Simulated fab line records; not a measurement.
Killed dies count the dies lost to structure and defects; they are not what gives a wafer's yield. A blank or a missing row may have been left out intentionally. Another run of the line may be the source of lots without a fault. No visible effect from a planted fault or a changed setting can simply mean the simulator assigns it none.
Split-lot experiment | flow n5-finfet | route with 1938 steps; 7 lots, 21 wafers read

== SPLIT DETAILS ==
At N5_BEOL_M8_EXPOSE_08 (exposes mask M8), the setting dose-mj was moved away from the recipe's 68.25 on 7 of the 21 wafers read, by -3.8% to +7.2%. All remaining wafers had this setting at the recipe value.

== FROM THE SPLIT TO THE READING: what the file shows between them, 2 steps ==
- N5_BEOL_M8_PEB_09: peb time 60 s
- N5_BEOL_M8_DEVELOP_10: develop time 30 s

== THE READING ==
cd-nm, in nm, at N5_BEOL_M8_CD_MEAS_11 (target cd 38.5 nm). Fault-free wafers of this fab line usually give 38.7 nm, standard deviation 0.46 nm.

wafer  | tool, chamber at the split | dose-mj as run | against the recipe | cd-nm, nm | against lot-mates on the recipe
L076.1 | arfi-scanner-01, 0         | 69.9           | +2.4%              | 39.7      | +1.1
L076.4 | arfi-scanner-01, 0         | 69.9           | +2.4%              | 39.9      | +1.3
L076.5 | arfi-scanner-01, 0         | 68.25          | recipe             | 38.6      | -
L077.1 | arfi-scanner-03, 0         | 68.25          | recipe             | 39.6      | -
L077.2 | arfi-scanner-03, 0         | 68.25          | recipe             | 39.2      | -
L077.4 | arfi-scanner-03, 0         | 70.39          | +3.1%              | 40.2      | +0.8
L079.3 | arfi-scanner-03, 0         | 68.25          | recipe             | 38.4      | -
L079.4 | arfi-scanner-03, 0         | 65.63          | -3.8%              | 37.9      | -0.5
L079.5 | arfi-scanner-03, 0         | 68.25          | recipe             | 38.4      | -
L089.2 | arfi-scanner-03, 0         | 73.19          | +7.2%              | 42.2      | +3.3
L089.3 | arfi-scanner-03, 0         | 68.25          | recipe             | 38.9      | -
L089.6 | arfi-scanner-03, 0         | 73.19          | +7.2%              | 41.7      | +2.8
L091.3 | arfi-scanner-02, 0         | 68.25          | recipe             | 38.6      | -
L091.5 | arfi-scanner-02, 0         | 68.25          | recipe             | 38.8      | -
L091.6 | arfi-scanner-02, 0         | 68.25          | recipe             | 38.9      | -
L090.1 | arfi-scanner-03, 0         | 68.25          | recipe             | 38.2      | -
L090.4 | arfi-scanner-03, 0         | 68.25          | recipe             | 37.7      | -
L090.5 | arfi-scanner-03, 0         | 66.26          | -2.9%              | 37.2      | -0.8
L093.1 | arfi-scanner-02, 0         | 68.25          | recipe             | 38.3      | -
L093.2 | arfi-scanner-02, 0         | 68.25          | recipe             | 38.2      | -
L093.3 | arfi-scanner-02, 0         | 68.25          | recipe             | 38.3      | -

THE FIT
A straight line over all 21 wafers: cd-nm changes by +0.435 nm for each +1% of dose-mj; r = +0.93; the points scatter about the line by 0.47 nm.
The same after taking each lot's own level away (the mean of its wafers on the recipe; 21 wafers): +0.367 nm for each +1%; r = +0.96; scatter 0.3 nm.
The reading moves by 2.7 nm for the largest change in dose-mj, on that fit.
Measured against the standard deviation above, the lots' own levels, which go from 37.95 to 39.40 nm, span 3.2 times it.
Thus the slope moves with the lot-to-lot level: the two fits are different.
Check: for one of the wafers moved furthest among these (+7.2%), held out of the fit, the line's prediction against its lot-mates is +2.47 nm. It came out at +3.3 nm against them.

== THE OTHER SPLITS THESE WAFERS WENT THROUGH ==
These wafers also went through other splits before the reading. Each is held against what the fit with the lots' levels taken away leaves over:
other split on the same wafers   | wafers away from the commonest value | r with cd-nm (lot level and that fit taken away)
N5_BEOL_M4_TRENCH_ETCH_37 time-s | 3                                    | +0.27
N5_BEOL_M5_EXPOSE_25 dose-mj     | 7                                    | -0.06
N5_BEOL_M7_ILD_DEP_00 time-s     | 9                                    | +0.14
N5_BEOL_M7_COAT_71 spin-rpm      | 5                                    | -0.48

== FILE'S OWN FIT ==
cd-nm changes by +0.346 nm for each +1% of dose-mj, r = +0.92.
